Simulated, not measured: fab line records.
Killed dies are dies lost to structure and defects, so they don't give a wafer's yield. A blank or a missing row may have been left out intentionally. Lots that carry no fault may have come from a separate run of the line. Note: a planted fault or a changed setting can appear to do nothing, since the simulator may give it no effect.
Which of the tools did it? -- flow nand-harc -- 14 lots with 42 wafers sampled at 5 steps, on a route of 1302 steps

WHAT THE GAUGES READ, wafer by wafer
NHARC_A_M0_INSPECT_27. Usual: 549 for raw-defect-count, sd 140.
lot,measured,on,raw-defect-count,flag
L811,day 22 15:00,defect-inspect-01,603 579 601,
L812,day 23 04:07,defect-inspect-01,408 424 374,
L814,day 23 16:53,defect-inspect-01,621 526 635,
L815,day 24 06:49,defect-inspect-01,606 742 608,
L816,day 24 06:02,defect-inspect-01,710 694 609,
L820,day 26 00:38,defect-inspect-02,410 439 474,
L829,day 30 18:10,defect-inspect-01,395 427 463,
L830,day 30 00:01,defect-inspect-01,648 589 757,
L831,day 31 00:10,defect-inspect-01,765 930 819,
L832,day 31 08:47,defect-inspect-02,509 647 828,
L834,day 32 06:35,defect-inspect-01,417 486 539,
L833,day 33 17:50,defect-inspect-01,355 321 480,

NHARC_A_BONDPAD_OVL_MEAS_35. Usual: overlay-x-nm 1 nm, standard deviation 5.2; overlay-y-nm 0 nm, standard deviation 7.6.
lot,measured,on,overlay-x-nm (nm),overlay-y-nm (nm),flag
L811,day 22 21:05,overlay-02,0 0 0,0 0 -1,
L812,day 23 10:12,overlay-01,5 6 6,-2 -2 -2,
L814,day 23 23:11,overlay-02,2 2 1,10 10 10,
L815,day 24 13:02,overlay-01,3 2 2,-4 -5 -5,
L816,day 24 12:37,overlay-01,-2 -3 -2,1 1 1,
L820,day 26 06:46,overlay-01,13 13 13,-4 -4 -4,
L829,day 31 00:12,overlay-02,3 3 3,-11 -11 -11,
L830,day 30 06:10,overlay-02,-7 -7 -7,13 12 12,
L831,day 31 06:14,overlay-02,-1 0 -1,-14 -14 -13,
L832,day 31 15:05,overlay-01,-2 -2 -1,-12 -12 -12,
L834,day 32 12:45,overlay-02,-6 -5 -5,3 3 3,
L833,day 33 23:58,overlay-02,0 0 1,-9 -9 -10,

NHARC_END_SORT_01. Usual: defect-limited-yield 90.8 % (standard deviation 2.2); killed-at-array 58 (standard deviation 15); killed-at-other 0.8 (standard deviation 1.2); killed-at-periphery 3.5 (standard deviation 2.5); killed-dies 62 (standard deviation 15); killed-open 3.2 (standard deviation 1.7); killed-short 2.4 (standard deviation 1.5).
lot,measured,on,defect-limited-yield (%),killed-at-array,killed-at-other,killed-at-periphery,killed-dies,killed-open,killed-short,flag
L812,day 24 14:47,prober-02,91.0 91.4 90.8,59 54 58,0 1 0,2 3 4,61 58 62,2 3 5,0 1 1,
L815,day 25 19:09,prober-02,87.0 88.5 87.3,86 72 80,1 2 2,1 4 4,88 78 86,2 0 3,0 3 1,
L816,day 25 19:49,prober-01,92.6 92.5 90.8,43 48 58,1 0 1,6 3 3,50 51 62,4 5 2,2 2 4,
L820,day 27 15:46,prober-01,88.0 91.0 92.2,70 57 48,0 0 0,11 4 5,81 61 53,7 3 5,4 3 1,
L823,day 28 12:28,prober-02,0 0 0,80 76 78,0 0 0,597 601 599,677 677 677,2 2 3,3 3 2,OFF
L824,day 30 12:04,prober-02,0 0 0,36 24 25,0 0 0,641 653 652,677 677 677,3 3 3,4 3 3,OFF

TOOL THAT RAN EACH LOT (tool first, then ch and the chambers of the sampled wafers, then the start)
lot,NHARC_P_M2_DEP_00,NHARC_A_M0_PRE_CLEAN_29
L811,"pecvd-02 ch 0,1,2, day 6 10:50","pvd-sputter-02, day 22 15:00 or earlier"
L812,"pecvd-03 ch 0,2, day 7 01:40","pvd-sputter-02, day 23 04:07 or earlier"
L814,"pecvd-03 ch 0,1, day 7 12:43","pvd-sputter-02, day 23 16:53 or earlier"
L815,"pecvd-02 ch 0,2, day 8 01:47","pvd-sputter-02, day 24 06:49 or earlier"
L816,"pecvd-03 ch 0,1,2, day 8 12:20","pvd-sputter-02, day 24 06:02 or earlier"
L820,"pecvd-03 ch 1,2, day 10 02:02","pvd-sputter-03, day 26 00:38 or earlier"
L823,"pecvd-02 ch 1,2, day 11 14:38",-
L824,"pecvd-02 ch 0,1,2, day 11 17:01",-
L829,"pecvd-02 ch 0,2, day 14 01:10","pvd-sputter-02, day 30 18:10 or earlier"
L830,"pecvd-03 ch 0,1,2, day 14 05:46","pvd-sputter-01, day 30 00:01 or earlier"
L831,"pecvd-03 ch 0,1,2, day 14 17:12","pvd-sputter-01, day 31 00:10 or earlier"
L832,"pecvd-03 ch 0,1,2, day 14 22:52","pvd-sputter-02, day 31 08:47 or earlier"
L834,"pecvd-02 ch 0,2, day 15 20:59","pvd-sputter-02, day 32 06:35 or earlier"
L833,"pecvd-01 ch 1,2, day 16 22:35","pvd-sputter-01, day 33 17:50 or earlier"
- NHARC_P_M2_DEP_00: deposits SiOC, target thk 182.5 nm.
- NHARC_A_M0_PRE_CLEAN_29: time 30 s.

WHAT THE TOOLS THEMSELVES READ (means of the sampled wafers that have a number; where no wafer has one, the mark that the record gives instead)
NHARC_A_M0_PRE_CLEAN_29. Usual: 407 W for heater-power-w, sd 40.
lot,tool,heater-power-w (W),flag
L811,pvd-sputter-02,413,
L812,pvd-sputter-02,414,
L814,pvd-sputter-02,375,
L815,pvd-sputter-02,413,
L816,pvd-sputter-02,409,
L820,pvd-sputter-03,396,
L829,pvd-sputter-02,403,
L830,pvd-sputter-01,431,
L831,pvd-sputter-01,422,
L832,pvd-sputter-02,381,
L834,pvd-sputter-02,382,
L833,pvd-sputter-01,394,

THE ANSWER, worked out from the rows above alone
Rule: a lot counts as off when the mean over its wafers that have a number is more than 3 standard deviations away from the usual mean. Also off: a lot with no number at a reading for which 4 or more lots have one. All remaining lots with rows at the step are treated as sound. First the gauges in route order, then the tools' own readings, where a lot's mean is used as printed above. At the first step where some lot is off, the reading lying furthest off is the one used; lots without a number count as furthest.
Off: L823, L824 (NHARC_END_SORT_01, killed-at-periphery). Neither off nor sound, because the step has no rows for them: L811, L814, L829, L830, L831, L832, L834, L833.
If a tool, at a process step before that reading, ran all the lots that are off and no sound lot after the first of them, it fits. Gauges at NHARC_END_SORT_01: tried the same way as those tools. NHARC_A_M0_PRE_CLEAN_29 gives no start for some lots, so the hours and the order of its lots are those of NHARC_A_M0_INSPECT_27. Can't be told from this: 2 tools fit, pecvd-02 at NHARC_P_M2_DEP_00, prober-02 at NHARC_END_SORT_01.

WHAT HAD BEEN PUT IN BY THE SIMULATOR
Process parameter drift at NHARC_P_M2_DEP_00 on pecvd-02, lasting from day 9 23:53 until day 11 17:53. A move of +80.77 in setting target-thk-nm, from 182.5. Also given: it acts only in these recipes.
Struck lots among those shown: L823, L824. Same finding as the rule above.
